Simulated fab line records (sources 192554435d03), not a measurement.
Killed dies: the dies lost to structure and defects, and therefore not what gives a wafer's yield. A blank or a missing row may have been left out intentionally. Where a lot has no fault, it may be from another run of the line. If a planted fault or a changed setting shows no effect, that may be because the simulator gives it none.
Lot-split experiment ; flow n5-finfet ; 21 wafers read across 7 lots, on a route 1938 steps long

THE SPLIT
At N5_HKMG_FIN_COAT_06 (resist thk 90 nm), the setting spin-rpm was moved away from the recipe's 1500 rpm on 6 of the 21 wafers read, by -11.1% to +7.5%. For the rest of the wafers, this setting stayed at what the recipe calls for.

Reading taken at the split's own step.

THE READING
CAR-ArF_of_HKMG_FIN_COAT_06.thk-nm (the simulator's own value, which no gauge read), in nm, at N5_HKMG_FIN_COAT_06 (resist thk 90 nm). There is no usual value for it anywhere in the file. Here, 15 wafers ran the recipe; their average is 89.9 nm with a standard deviation of 0.24 nm.

wafer;tool, chamber at the split;spin-rpm as run, rpm;against the recipe;CAR-ArF_of_HKMG_FIN_COAT_06.thk-nm, nm;against lot-mates on the recipe
L078.1;litho-track-02, 0;1500;recipe;89.8;-
L078.5;litho-track-02, 0;1500;recipe;89.8;-
L078.6;litho-track-02, 0;1500;recipe;89.8;-
L084.4;litho-track-02, 0;1500;recipe;90;-
L084.5;litho-track-02, 0;1500;recipe;90;-
L084.6;litho-track-02, 0;1500;recipe;89.8;-
L085.4;litho-track-05, 0;1597;+6.5%;87.4;-2.6
L085.5;litho-track-05, 0;1500;recipe;89.8;-
L085.6;litho-track-05, 0;1500;recipe;90.2;-
L087.3;litho-track-05, 0;1351;-9.9%;94.8;+4.8
L087.5;litho-track-05, 0;1500;recipe;89.8;-
L087.6;litho-track-05, 0;1500;recipe;90.2;-
L089.1;litho-track-02, 0;1613;+7.5%;87.2;-3.4
L089.2;litho-track-02, 0;1613;+7.5%;87.2;-3.4
L089.4;litho-track-02, 0;1500;recipe;90.6;-
L094.1;litho-track-02, 0;1500;recipe;89.8;-
L094.4;litho-track-02, 0;1500;recipe;89.8;-
L094.5;litho-track-02, 0;1500;recipe;89.8;-
L097.1;litho-track-05, 0;1334;-11.1%;95.4;+5.8
L097.2;litho-track-05, 0;1500;recipe;89.6;-
L097.6;litho-track-05, 0;1334;-11.1%;95.2;+5.6

THE FIT
A straight line over all 21 wafers: CAR-ArF_of_HKMG_FIN_COAT_06.thk-nm changes by -0.448 nm for each +1% of spin-rpm; r = -0.99; the points scatter about the line by 0.33 nm.
The same after taking each lot's own level away (the mean of its wafers on the recipe; 21 wafers): -0.483 nm for each +1%; r = -1.00; scatter 0.19 nm.
The reading moves by 5.3 nm for the largest change in spin-rpm, on that fit.
Across the lots, their own levels run from 89.60 to 90.60 nm, a range of 4.2 times the standard deviation given above.
Hence the lot-to-lot level has little effect on the slope; both slopes agree.
Check: for one of the wafers moved furthest among these (-11.1%), held out of the fit, the line's prediction against its lot-mates is +5.29 nm. Against them it came out at +5.8 nm.

OTHER SPLITS ON THESE WAFERS
Before the reading, these wafers also passed through other splits. Each is held against what the fit with the lots' levels taken away leaves over:
other split on the same wafers;wafers away from the commonest value;r with CAR-ArF_of_HKMG_FIN_COAT_06.thk-nm (lot level and that fit taken away)
N5_WELL_APT_COAT_02 spin-rpm;5;-0.09
N5_PMOS_HMC_CHANNEL_EPI_HM_DEP_34 time-s;9;+0.27
N5_PMOS_HMC_CHANNEL_EPI_PEB_07 peb-time-s;10;-0.07
N5_FIN_CUT_COAT_19 spin-rpm;2;+0.26
N5_DUMMY_GATE_ETCH_32 time-s;6;+0.16
N5_SD_EPI_P_COAT_34 spin-rpm;7;+0.36
N5_HKMG_FIN_HK_ALD_01 ald-cycles;6;+0.17

FILE'S OWN FIT
CAR-ArF_of_HKMG_FIN_COAT_06.thk-nm changes by -0.479 nm for each +1% of spin-rpm, r = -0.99.
